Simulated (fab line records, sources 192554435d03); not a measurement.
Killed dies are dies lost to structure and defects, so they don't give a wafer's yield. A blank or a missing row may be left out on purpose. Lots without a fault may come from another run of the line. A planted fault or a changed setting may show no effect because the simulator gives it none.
A struck lot beside a sound one | flow n5_finfet | 37 steps out of a route of 1938
Sound: wafers L679.3, L679.4, L679.5. Struck: wafers L684.1, L684.2, L684.6. The cause comes at the end.
At each step with rows: each side's tool, then ch and its chambers, then its first start. Under that, the readings that differ: sound wafers | struck wafers | difference of the means | sigmas: that difference in standard deviations of wafers without a fault.
alike: readings whose means differ by less than 2 such deviations, and words and numbers that are the same on both sides. not compared: withheld readings, readings that some wafer has no value for, bounds like >300 that may hide the same value, and numbers for which the record gives no deviation and whose values overlap.
The two part at a step that has a row with sigmas, a row that says differs or no value, or rows on one side only. Numbers that don't overlap but have no deviation are shown without sigmas and don't part them. A reading that every wafer of one side lacks parts them only if that side has two wafers or more.

first, 11 steps without rows for these wafers: N5_BEOL_M10_ETCH_65 (etches SiARC in CF4, target depth 39 nm, time 65 s); N5_BEOL_M10_ETCH_66 (etches SOC in N2/H2, target depth 120 nm, overetch 24 nm, time 180 s); N5_BEOL_M10_STRIP_69 (strips in N2/H2); N5_BEOL_M10_VIA_ETCH_34 (etches SiCOH lowk in C4F6/O2, target depth 184.5 nm, time 69.2 s); N5_BEOL_M10_STRIP_73 (strips in C4F6/O2); N5_BEOL_M10_STRIP_36 (strips in N2/H2); N5_BEOL_M10_TRENCH_ETCH_37 (etches SiCOH lowk in C4F6/O2, target depth 148.83 nm, time 48 s); N5_BEOL_M10_ETCH_41 (etches SiCN in CH3F/O2, target depth 42.6 nm, time 86 s); N5_BEOL_M10_STRIP_77 (strips in N2/H2, time 10 s); N5_BEOL_M10_HM_STRIP_39 (strips TiN in peroxide tin strip, target depth 25 nm, time 158 s); N5_BEOL_M10_SRD_40 (time 30 s).
N5_BEOL_M10_PRECLEAN_42: cleans in residue remover, time 60 s.
  sound on wet_bench-02 ch 3,4,7, day 12 04:07; struck on wet_bench-05 ch 1,2,3, day 13 15:35
then, 24 steps without rows for these wafers: N5_BEOL_M10_SRD_43 (time 30 s); N5_BEOL_M10_CURE_72 (cures SiCOH lowk, time 120 s); N5_BEOL_M10_DEGAS_44 (time 60 s); N5_BEOL_M10_PRE_CLEAN_45 (time 30 s); N5_BEOL_M10_ALD_74 (deposits TaN, target thk 2 nm, pulse time 2 s, purge time 3 s); N5_BEOL_M10_SURFACE_TREAT_76; N5_BEOL_M10_CVD_75 (deposits Co from CCTBA/H2, target thk 2 nm, time 138.9 s); N5_BEOL_M10_SPUTTER_48 (material Cu, target thk 12 nm, time 2 s); N5_BEOL_M10_ECD_50 (material Cu, target thk 318 nm); N5_BEOL_M10_ANNEAL_51 (time 90 s); N5_BEOL_M10_CMP_52 (polishes, stops on SiCOH lowk, t overpolish 7 s, target thk 140 nm); N5_BEOL_M10_PRE_CLEAN_55 (time 15 s); N5_BEOL_M10_DEP_56 (deposits SiCN from 3MS/NH3, target thk 15 nm, time 26.5 s); N5_BEOL_M11_ILD_DEP_00 (deposits SiCOH lowk from DEMS/porogen, target thk 308.51 nm, time 58 s); N5_BEOL_M11_CURE_71 (cures SiCOH lowk, time 240 s); N5_BEOL_M11_PECVD_70 (deposits SiO2 from TEOS/O2, target thk 20 nm, time 22.7 s); N5_BEOL_M11_HM_DEP_02 (deposits TiN, target thk 20 nm); N5_BEOL_M11_COAT_59 (time 60 s, resist thk 100 nm); N5_BEOL_M11_COAT_60 (time 60 s, resist thk 30 nm); N5_BEOL_M11_COAT_05 (resist thk 90 nm); N5_BEOL_M11_EBR_07; N5_BEOL_M11_SOFTBAKE_06 (time 60 s); N5_BEOL_M11_EXPOSE_08 (exposes mask M11); N5_BEOL_M11_PEB_09 (peb time 60 s).
-- the record jumps here: 2 days lie between the struck wafers' starts before and after (it left off in module BEOL_M11 and takes up again in module PASSIVATION, whose first step shown is number 1936 of the route) --
N5_PASSIVATION_PROBE_49:
  sound on prober-01, day 14 05:33; struck on prober-02, day 15 17:49
  reading                  | sound          | struck         | difference | sigmas
  defect_limited_yield (%) | 90.5 93.1 91.5 | 81.3 82.9 77.1 | -11.3      | -8
  killed_at_M0_to_M3       | 35 36 31       | 45 34 91       | +23        | +2
  killed_at_M4_up          | 16 10 13       | 135 124 138    | +119       | +21
  killed_dies              | 112 82 100     | 221 202 270    | +133       | +8
  sort_bin_5_function (%)  | 5.9 4.2 5.5    | 12.4 10.7 14.3 | +7.3       | +8
  sort_bin_6_memory (%)    | 2.8 2.5 2.7    | 3.7 4.1 5.1    | +1.6       | +2
  sort_n_pass              | 1068 1096 1080 | 959 978 910    | -132       | -6
  sort_yield_pct (%)       | 90.5 92.9 91.5 | 81.3 82.9 77.1 | -11.2      | -6
  alike: killed_at_contacts, killed_at_front_end, killed_at_other, killed_open, killed_short, sort_bin_8_speed

WHERE THEY PART
Only at N5_PASSIVATION_PROBE_49, within this record.

WHY: what the simulator had put in
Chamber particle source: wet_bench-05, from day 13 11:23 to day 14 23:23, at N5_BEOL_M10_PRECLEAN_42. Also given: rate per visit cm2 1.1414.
